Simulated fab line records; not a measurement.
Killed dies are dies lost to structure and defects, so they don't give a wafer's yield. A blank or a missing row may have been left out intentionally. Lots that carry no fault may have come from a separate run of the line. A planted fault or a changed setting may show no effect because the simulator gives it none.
fab line records	flow nand-harc
[record] lots = 10	wafers = 30	last-day = 33
route steps=1302 shown A_CHANNEL_HOLE_D2@586 A_CHANNEL_FILL_D2@619 END@1302
lots untouched by any fault: they come from a run of this same line in which no faults occurred
start-h: hours from the record's opening day to when the first of the lot's shown wafers began	wait-h: hours since the lot's step before	" identical to the entry in the row above	L1.1+2: a single row standing in for several wafers	- either no value or no given start	* or withheld: withheld	< > ~ a bound
route shown NAME@n: names a module that has steps shown in the file, with the first one's number in the route	usual: mean and standard deviation over wafers with no fault	same: alike in all rows	chamber/n: place in a boat	sites: the reading at each site	_std_site: the values' standard deviation	_edge_site: inner sites' mean taken away from outer sites' mean	radius-mm: for every site, how far away it sits from the centre of the wafer	mask NAME#n: copy n	behind: the tool/chamber that last shaped the wafer	hold: the reason the lot was held/the length of the hold in hours/how it ended	device: names the non-switching transistor (n, p or np)	end of line: at the end of the route, the tests of the same wafers	a step given without rows: its recipe and nothing more	killed: dies lost to structure and defects at the first sort, not the wafer's yield	map: dies across one wafer; x = killed, . = not, _ = none there
set.NAME: the setting the step ran with; set.NAME@STEP: the setting that earlier step ran with	model.NAME: the simulator's own value behind a step, which no gauge read
route steps across a sampled set of lots; one table per step, one row per wafer
services: from which hour (start-h, from the record's first day; less than 0 if before it) a tool's chamber was out of use, for how many hours, and why
[[steps]]
[step NHARC_A_CHANNEL_HOLE_D2_ETCH_38]
[recipe] target-depth-a = 390	over-etch-frac = 0.3	time-s = 65	ion-energy-ev = 80	cf4-flow-sccm = 150	ar-flow-sccm = 0	rf-w = 300	bias-w = 100	chemistry = CF4
[usual] drypump-motor-current-A = 5.7/0.45	oes-product-au = 1.006/0.013	rf-vpp-V = 151.9/1.3	showerhead-plenum-p-Torr = 1.82/0.077	throttle-valve-pct = 13.283/0.009
[same] time-s = 65
lot.wafer	tool	chamber	start-h	wait-h	drypump-motor-current-A	oes-product-au	rf-hours-counter-h	rf-vpp-V	showerhead-plenum-p-Torr	throttle-valve-pct
L372.4	rie-diel-04	3	310.10	0.1	6.3	1.000	8.8	151.8	1.87	13.291
L372.3	"	0	"	"	5.4	1.015	8.9	152.2	1.89	13.284
L372.2	"	1	"	"	4.7	0.984	8.0	152.1	1.89	13.292
L373.4	rie-diel-04	0	319.66	0.1	5.4	1.019	9.7	153.4	1.89	13.297
L373.1	"	2	"	"	5.8	1.001	8.5	152.5	1.86	13.283
L373.3	"	3	"	"	6.3	1.003	9.6	153.8	1.87	13.279
L374.1	rie-diel-04	0	346.53	0.1	5.4	1.016	12.3	153.3	1.89	13.281
L374.2	"	1	"	"	4.7	0.992	11.0	152.2	1.88	13.272
L374.6	"	0	"	"	5.4	1.036	-	153.0	1.89	13.269
L384.1	rie-diel-04	0	420.15	0.1	5.4	1.001	4.1	153.3	1.89	13.274
L384.2	"	1	"	"	4.7	0.988	4.0	151.5	1.88	13.285
L384.6	"	3	"	"	6.3	0.993	-	152.2	1.87	13.274
L387.1	rie-diel-04	3	455.97	0.1	6.3	1.013	5.3	153.1	1.87	13.290
L387.2	"	0	"	"	5.4	1.007	5.4	155.1	1.89	13.294
L387.4	"	1	"	"	4.7	1.006	5.4	153.5	1.88	13.287
L385.3	rie-diel-03	0	456.44	0.1	5.2	1.015	7.5	153.0	1.86	13.304
L385.1	"	2	"	"	5.5	0.993	8.1	151.4	1.83	13.270
L385.5	"	1	"	"	6.2	0.999	-	149.6	1.68	13.288
L391.1	rie-diel-05	3	483.47	0.1	5.8	1.003	2.5	149.2	1.74	13.279
L391.4	"	2	"	"	5.8	1.010	2.2	152.5	1.82	13.287
L391.5	"	3	"	"	5.8	0.999	-	151.3	1.74	13.279
L390.4	rie-diel-04	1	483.68	0.1	4.7	1.003	7.8	152.6	1.88	13.292
L390.1	"	2	"	"	5.8	1.019	7.2	152.7	1.86	13.274
L390.5	"	2	"	"	5.8	1.032	-	152.1	1.86	13.287
L392.1	rie-diel-05	3	502.59	0.1	5.8	0.995	3.2	151.0	1.74	13.270
L392.3	"	0	"	"	6.0	1.002	3.7	149.8	1.67	13.272
L392.5	"	3	"	"	5.8	1.010	-	149.4	1.74	13.285
L393.4	rie-diel-05	1	505.82	0.1	6.0	1.006	3.8	151.4	1.78	13.275
L393.1	"	0	"	"	6.0	0.986	4.1	150.7	1.67	13.282
L393.6	"	1	"	"	6.0	1.010	-	150.3	1.78	13.290
[step NHARC_A_CHANNEL_HOLE_D2_ETCH_34]
[recipe] target-depth-a = 1540	time-s = 77	cf4-flow-sccm = 100	chf3-flow-sccm = 30	ar-flow-sccm = 0	rf-w = 500	bias-w = 200	chemistry = CF4/CHF3
[usual] drypump-motor-current-A = 5.7/0.44	oes-product-au = 0.968/0.02	rf-vpp-V = 372.1/2.4	showerhead-plenum-p-Torr = 1.62/0.067	throttle-valve-pct = 16.802/0.0088
[same] time-s = 77
lot.wafer	tool	chamber	start-h	wait-h	drypump-motor-current-A	oes-product-au	rf-hours-counter-h	rf-vpp-V	showerhead-plenum-p-Torr	throttle-valve-pct
L372.3	rie-diel-04	0	-	-	5.4	0.934	9.0	373.4	1.69	16.808
L372.2	"	2	"	"	5.8	0.927	8.1	373.1	1.66	16.822
L372.4	"	3	"	"	6.3	0.929	8.9	373.6	1.67	16.797
L373.1	rie-diel-04	0	-	-	5.4	0.977	10.0	374.7	1.69	16.790
L373.3	"	1	"	"	4.7	0.952	8.9	374.6	1.68	16.805
L373.4	"	2	"	"	5.8	0.983	8.6	373.9	1.66	16.807
L374.1	rie-diel-04	0	-	-	5.4	0.982	12.5	373.7	1.68	16.793
L374.2	"	1	"	"	4.7	0.949	11.2	374.3	1.68	16.804
L374.6	"	2	"	"	5.8	0.982	-	372.4	1.66	16.789
L384.1	rie-diel-04	2	-	-	5.8	0.989	4.1	373.5	1.66	16.787
L384.2	"	3	"	"	6.3	0.960	4.2	374.1	1.66	16.805
L384.6	"	3	"	"	6.3	0.970	-	373.8	1.66	16.789
L387.1	rie-diel-04	2	-	-	5.8	0.997	5.3	374.4	1.66	16.788
L387.4	"	3	"	"	6.3	0.969	5.4	373.6	1.66	16.810
L387.2	"	0	"	"	5.4	0.961	5.6	372.8	1.68	16.820
L385.3	rie-diel-03	0	-	-	5.2	0.985	7.6	373.5	1.66	16.815
L385.1	"	2	"	"	5.5	0.958	8.3	373.3	1.63	16.802
L385.5	"	0	"	"	5.2	0.987	-	373.5	1.66	16.797
L391.1	rie-diel-05	1	-	-	6.0	0.982	2.6	371.4	1.59	16.798
L391.4	"	3	"	"	5.8	0.956	2.7	370.1	1.55	16.811
L391.5	"	2	"	"	5.8	0.980	-	372.1	1.62	16.792
L390.4	rie-diel-04	1	-	-	4.7	0.973	8.0	373.7	1.68	16.806
L390.1	"	2	"	"	5.8	0.991	7.4	374.3	1.66	16.814
L390.5	"	1	"	"	4.7	0.980	-	375.1	1.68	16.798
L392.3	rie-diel-05	1	-	-	6.0	0.960	3.5	370.7	1.59	16.790
L392.1	"	3	"	"	5.8	0.978	3.3	371.1	1.55	16.802
L392.5	"	1	"	"	6.0	0.949	-	371.0	1.59	16.800
L393.1	rie-diel-05	3	-	-	5.8	0.988	4.0	369.1	1.55	16.789
L393.4	"	0	"	"	6.0	0.968	4.3	367.1	1.48	16.802
L393.6	"	3	"	"	5.8	0.979	-	369.9	1.55	16.804
[step NHARC_A_CHANNEL_HOLE_D2_ETCH_25]
[recipe] bias-v = 5000	source-w = withheld	pressure-mtorr = 20	time-s = 1040.2	ar-flow-sccm = 375	c4f8-flow-sccm = 93.8	o2-flow-sccm = 31.2	temp-c = -20	target-depth-a = 15000	chemistry = C4F8/O2/Ar
[usual] drypump-motor-current-A = 5.27/0.2	showerhead-plenum-p-Torr = 3.68/0.15	temp-c = -19.99/0.1	throttle-valve-pct = 32.235/0.0092
[same] time-s = 1040.2
lot.wafer	tool	chamber	start-h	wait-h	drypump-motor-current-A	rf-hours-counter-h	showerhead-plenum-p-Torr	temp-c	throttle-valve-pct
L372.2	har-etch-02	0	315.21	0.6	5.45	377	3.59	-20.05	32.231
L372.3	"	0	"	"	5.45	-	3.60	-20.00	32.244
L372.4	"	1	"	"	5.27	-	3.52	-20.14	32.239
L373.1	har-etch-02	0	323.79	0.6	5.43	381	3.59	-20.05	32.222
L373.3	"	1	"	"	5.28	-	3.52	-19.93	32.235
L373.4	"	0	"	"	5.44	-	3.59	-20.20	32.239
L374.2	har-etch-02	1	350.51	0.6	5.23	378	3.52	-20.04	32.226
L374.1	"	0	"	"	5.44	393	3.59	-19.87	32.230
L374.6	"	0	"	"	5.45	-	3.59	-19.90	32.248
L384.1	har-etch-02	1	424.14	0.6	5.28	18	3.92	-20.15	32.236
L384.2	"	0	"	"	5.47	18	3.92	-20.09	32.233
L384.6	"	0	"	"	5.46	-	3.92	-20.15	32.238
L387.2	har-etch-02	0	461.93	0.6	5.44	37	3.91	-19.98	32.248
L387.1	"	1	"	"	5.28	37	3.91	-19.97	32.230
L387.4	"	1	"	"	5.27	-	3.91	-19.95	32.234
L385.1	har-etch-01	0	462.06	0.6	5.48	255	3.54	-20.05	32.247
L385.3	"	0	"	"	5.43	-	3.54	-20.03	32.239
L385.5	"	0	"	"	5.45	-	3.54	-20.03	32.239
L391.1	har-etch-01	0	487.49	0.6	5.45	270	3.53	-19.79	32.229
L391.4	"	0	"	"	5.44	-	3.53	-20.03	32.233
L391.5	"	0	"	"	5.45	-	3.53	-19.99	32.245
L390.1	har-etch-02	1	487.84	0.7	5.29	56	3.90	-19.80	32.236
L390.4	"	1	"	"	5.24	-	3.90	-19.88	32.240
L390.5	"	1	"	"	5.26	-	3.90	-19.86	32.231
L392.1	har-etch-02	0	507.31	0.6	5.46	64	3.89	-20.06	32.251
L392.3	"	1	"	"	5.28	-	3.89	-19.88	32.232
L392.5	"	0	"	"	5.47	-	3.89	-19.88	32.245
L393.1	har-etch-01	0	509.83	0.6	5.37	282	3.53	-19.87	32.235
L393.4	"	0	"	"	5.42	-	3.53	-20.00	32.228
L393.6	"	0	"	"	5.39	-	3.53	-19.97	32.238
[step NHARC_A_CHANNEL_HOLE_D2_INSPECT_40]
[usual] raw-defect-count = 286/94
lot.wafer	tool	chamber	start-h	wait-h	raw-defect-count
L372.2	defect-inspect-01	-	318.02	-	535
L372.3	"	-	"	"	520
L372.4	"	-	"	"	641
L373.1	defect-inspect-01	-	326.46	-	1130
L373.3	"	-	"	"	1094
L373.4	"	-	"	"	1123
L374.1	defect-inspect-01	-	353.32	-	982
L374.2	"	-	"	"	1000
L374.6	"	-	"	"	961
L384.1	defect-inspect-02	-	426.96	-	182
L384.2	"	-	"	"	160
L384.6	"	-	"	"	192
L387.1	defect-inspect-01	-	464.79	-	353
L387.2	"	-	"	"	298
L387.4	"	-	"	"	224
L385.1	defect-inspect-01	-	465.21	-	334
L385.3	"	-	"	"	248
L385.5	"	-	"	"	318
L391.1	defect-inspect-01	-	490.27	-	316
L391.4	"	-	"	"	215
L391.5	"	-	"	"	257
L390.1	defect-inspect-01	-	490.49	-	229
L390.4	"	-	"	"	223
L390.5	"	-	"	"	129
L392.1	defect-inspect-01	-	510.11	-	205
L392.3	"	-	"	"	138
L392.5	"	-	"	"	153
L393.1	defect-inspect-01	-	512.62	-	419
L393.4	"	-	"	"	380
L393.6	"	-	"	"	395
[step NHARC_A_CHANNEL_FILL_D2_ETCHBACK_19]
[recipe] target-depth-a = 50	time-s = 1.7	hbr-flow-sccm = 150	cl2-flow-sccm = 50	rf-w = 400	icp-w = 400	bias-w = 100	chemistry = HBr/Cl2
[usual] drypump-motor-current-A = 5.7/0.44	hbr-flow-sccm = 150.0/0.41	oes-product-au = 1.004/0.013	throttle-valve-pct = 26.406/0.0091
[same] time-s = 1.7
lot.wafer	tool	chamber	start-h	wait-h	drypump-motor-current-A	hbr-flow-sccm	oes-product-au	rf-hours-counter-h	throttle-valve-pct
L372.2	rie-si-05	2	344.23	0.4	6.1	149.6	1.014	0.12	26.418
L372.4	"	3	"	"	5.8	150.0	1.014	0.13	26.396
L372.3	"	0	"	"	5.8	150.4	1.025	0.17	26.398
L373.4	rie-si-05	3	352.11	0.4	5.8	150.6	1.001	0.14	26.420
L373.3	"	0	"	"	5.7	150.0	1.010	0.19	26.404
L373.1	"	2	"	"	6.1	150.3	1.009	0.15	26.404
L374.2	rie-si-05	0	375.37	0.4	5.7	150.2	1.034	0.29	26.396
L374.1	"	1	"	"	6.0	150.1	1.005	0.29	26.403
L374.6	"	3	"	"	5.8	149.8	1.002	-	26.409
L384.2	rie-si-06	2	452.81	0.4	6.0	150.4	0.984	0.12	26.408
L384.1	"	0	"	"	5.0	149.8	1.000	0.12	26.413
L384.6	"	3	"	"	5.9	150.2	0.984	-	26.400
L385.1	rie-si-06	0	488.95	0.4	5.0	149.7	0.979	0.43	26.430
L385.3	"	2	"	"	6.0	149.0	0.995	0.37	26.421
L385.5	"	1	"	"	6.3	149.2	1.005	-	26.411
L387.2	rie-si-03	2	488.95	0.4	6.4	149.6	0.988	0.56	26.398
L387.1	"	3	"	"	5.3	150.5	1.008	0.55	26.407
L387.4	"	0	"	"	4.8	150.2	0.994	0.48	26.428
L391.1	rie-si-05	3	514.69	0.4	5.8	150.2	0.986	0.11	26.410
L391.4	"	2	"	"	6.1	150.2	1.005	0.11	26.409
L391.5	"	0	"	"	5.7	150.1	1.015	-	26.416
L390.1	rie-si-06	3	514.72	0.4	5.8	150.0	0.983	0.51	26.406
L390.4	"	0	"	"	5.1	150.5	0.990	0.57	26.403
L390.5	"	2	"	"	6.0	149.1	0.989	-	26.404
L392.3	rie-si-03	1	533.91	0.4	5.5	149.5	0.986	0.74	26.420
L392.1	"	3	"	"	5.3	150.2	1.020	0.91	26.396
L392.5	"	0	"	"	4.8	150.0	0.998	-	26.394
L393.4	rie-si-03	1	538.47	0.4	5.4	149.7	0.997	0.77	26.420
L393.1	"	2	"	"	6.3	149.6	0.996	0.96	26.384
L393.6	"	0	"	"	4.8	150.5	0.994	-	26.416
[step NHARC_END_SORT_01]
[recipe] temp-c = 25
[usual] killed-at-array = 64/20	killed-at-other = 0.7/1.1	killed-at-periphery = 3.6/2.7	killed-dies = 68/20	killed-open = 2.8/1.9	killed-short = 2.3/1.5
[same] gross-dies = 677
lot.wafer	tool	chamber	start-h	wait-h	killed-at-array	killed-at-other	killed-at-periphery	killed-dies	killed-open	killed-short
L373.1	prober-02	0	571.61	2.5	103	0	3	106	1	3
L373.3	prober-02	0	573.21	3.1	125	0	2	127	1	1
L373.4	prober-02	0	574.01	3.4	121	0	1	122	1	2
L374.1	prober-02	0	610.81	2.5	109	0	1	110	1	1
L374.2	prober-02	0	611.63	2.8	109	0	4	113	4	1
L374.6	prober-02	0	614.87	4.1	101	0	4	105	0	5
// killed by level:class
L373.1 A_CHANNEL_HOLE_D2:unspecified=76 A_CHANNEL_HOLE_D1:chamber-film-flake=7 A_CHANNEL_HOLE_D2:chamber-film-flake=6 A_CHANNEL_FILL_D1:chamber-film-flake=5 A_STAIRCASE:chamber-film-flake=3 A_CONTACT:chamber-film-flake=3 P_M0:geometric-particle:short=1 A_SOURCE_PLATE:geometric-particle:short=1
L373.3 A_CHANNEL_HOLE_D2:unspecified=84 A_CHANNEL_HOLE_D1:chamber-film-flake=27 A_CHANNEL_HOLE_D2:chamber-film-flake=8 A_CHANNEL_FILL_D1:chamber-film-flake=3 P_M0:chamber-film-flake=2 A_CHANNEL_FILL_D1:geometric-particle:short=1 A_M0:geometric-particle:open=1 A_CONTACT:chamber-film-flake=1
L373.4 A_CHANNEL_HOLE_D2:unspecified=75 A_CHANNEL_HOLE_D1:chamber-film-flake=29 A_CHANNEL_HOLE_D2:chamber-film-flake=7 A_CONTACT:chamber-film-flake=4 A_ONON_D2:geometric-particle:short=1 A_CHANNEL_HOLE_D2:geometric-particle:short=1 A_CHANNEL_FILL_D2:geometric-particle:open=1 P_M1:chamber-film-flake=1
L374.1 A_CHANNEL_HOLE_D2:unspecified=88 A_CHANNEL_HOLE_D2:chamber-film-flake=6 A_STAIRCASE:chamber-film-flake=4 A_CONTACT:chamber-film-flake=4 A_SGD_CUT:chamber-film-flake=2 A_M1:chamber-film-flake=2 A_ONON_D2:geometric-particle:short=1 A_M0:geometric-particle:open=1
L374.2 A_CHANNEL_HOLE_D2:unspecified=91 A_CHANNEL_HOLE_D2:chamber-film-flake=6 A_SGD_CUT:chamber-film-flake=3 P_ZERO_WELL:chamber-film-flake=2 A_CHANNEL_HOLE_D1:chamber-film-flake=2 A_STAIRCASE:chamber-film-flake=2 P_CONTACT:geometric-particle:open=1 P_M0:geometric-particle:open=1
L374.6 A_CHANNEL_HOLE_D2:unspecified=77 A_SGD_CUT:chamber-film-flake=5 A_STAIRCASE:chamber-film-flake=5 A_CHANNEL_HOLE_D2:chamber-film-flake=4 A_M1:chamber-film-flake=3 P_ZERO_WELL:chamber-film-flake=2 A_CONTACT:chamber-film-flake=2 P_BONDPAD:geometric-particle:short=1
[[services]]
tool	chamber	start-h	hours	kind
rie-diel-05	-	291.86	2.9	repair
rie-si-05	-	305.00	9.0	pm
rie-diel-04	0	309.43	-	clean
rie-diel-04	1	309.43	-	clean
rie-diel-04	2	309.43	-	clean
rie-diel-04	3	309.43	-	clean
rie-diel-04	0	333.93	-	clean
rie-diel-04	1	333.93	-	clean
rie-diel-03	0	342.98	6.5	repair
rie-diel-04	-	354.90	9.0	pm
rie-si-05	-	368.68	0.5	repair
har-etch-02	-	377.36	17.0	pm
rie-diel-05	2	379.76	8.7	repair
rie-si-03	-	398.00	9.0	pm
rie-diel-05	-	402.20	1.8	repair
rie-diel-05	-	406.60	9.0	pm
rie-si-06	-	426.00	9.0	pm
rie-diel-05	2	433.75	3.5	repair
rie-diel-03	-	458.30	9.0	pm
rie-si-03	1	480.82	1.6	repair
rie-si-05	-	482.00	9.0	pm
rie-si-03	-	493.73	0.3	repair
rie-diel-04	-	531.90	9.0	pm
rie-si-06	2	532.76	3.2	repair
[[key]]
[first-sign] step = NHARC_A_CHANNEL_HOLE_D2_INSPECT_40	reading = raw-defect-count	direction = up	sigmas = 8.1	usual = 286	struck = 1048
[effect] step = NHARC_END_SORT_01	reading = killed-at-array	direction = up	sigmas = 2.4	usual = 64	struck = 111	wafers-moved = 5
[more-kills-born-at] NHARC_A_CHANNEL_HOLE_D2_ETCH_25@har-etch-02 = 305
met-at NHARC_A_CHANNEL_HOLE_D2_ETCH_25
struck-lots L373,L374
tester-left-out L373,L374
not-acting-at NHARC_A_CHANNEL_HOLE_D2_ETCH_38,NHARC_A_CHANNEL_HOLE_D2_ETCH_34,NHARC_A_CHANNEL_FILL_D2_ETCHBACK_19
onset-between 315.21 323.79
[fault] kind = chamber-particle-source	tool = har-etch-02	chamber = -	onset-h = 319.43	steps = NHARC_A_CHANNEL_HOLE_D2_ETCH_25	rate-per-visit-cm2 = 1.0528	end-h = 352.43
// tester-left-out: of these lots the tester's yield and bins aren't shown, on N5 and GAA mostly nor the transistor test; their killed dies are dies lost to structure and defects alone, not to doping, threshold or leakage, so they don't give the yield
